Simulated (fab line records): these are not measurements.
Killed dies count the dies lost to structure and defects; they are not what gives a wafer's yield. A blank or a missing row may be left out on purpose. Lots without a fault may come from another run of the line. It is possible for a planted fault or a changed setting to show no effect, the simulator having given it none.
Chamber matching | flow n5Finfet | 3 sister chambers for N5_BEOL_M8_PECVD_70 on pecvd-01
The step deposits SiO2 from TEOS/O2, target thk 20 nm, time 22.7 s. 3 wafers are shown with their chamber, then 11 later ones without.

## WAFERS WITH THEIR CHAMBER
wafer  | chamber | throttleValvePct (%)
L087.1 | 2       | 21.0
L087.4 | 1       | 23.9
L089.3 | 0       | 21.8

## WAFERS MISSING THEIR CHAMBER
wafer  | throttleValvePct (%)
L089.4 | 22.0
L089.6 | 21.2
L093.2 | 22.2
L093.4 | 21.7
L093.5 | 20.7
L096.2 | 21.2
L096.4 | 23.7
L096.6 | 21.1
L097.2 | 21.9
L097.3 | 21.2
L097.5 | 21.8

## WHICH CHAMBER EACH ONE RAN IN
wafer  | from the rows above     | in truth
L089.4 | 0                       | 0
L089.6 | can't be placed: 2 or 0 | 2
L093.2 | 0                       | 0
L093.4 | 0                       | 0
L093.5 | 2                       | 2
L096.2 | can't be placed: 2 or 0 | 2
L096.4 | 1                       | 1
L096.6 | 2                       | 2
L097.2 | 0                       | 0
L097.3 | can't be placed: 2 or 0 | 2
L097.5 | 0                       | 0
Placed correctly: 8 of 11. Cannot be placed on the basis of these rows: 3; the candidates contain the true chamber in 3. Wrongly placed: 0.
How it was worked out, from the rows above alone: a wafer's distance from a chamber is the root of the sum, over the readings, of the square of ((its reading less the chamber's mean) divided by the reading's scatter). The wafer belongs to the nearest chamber; if the next one is less than 2 further off, it can't be placed. The mean given for a chamber averages the wafers shown for that chamber. The scatter: with one shown wafer a chamber, the root of the mean of the squares of how far each hidden wafer lies from its nearest shown one.
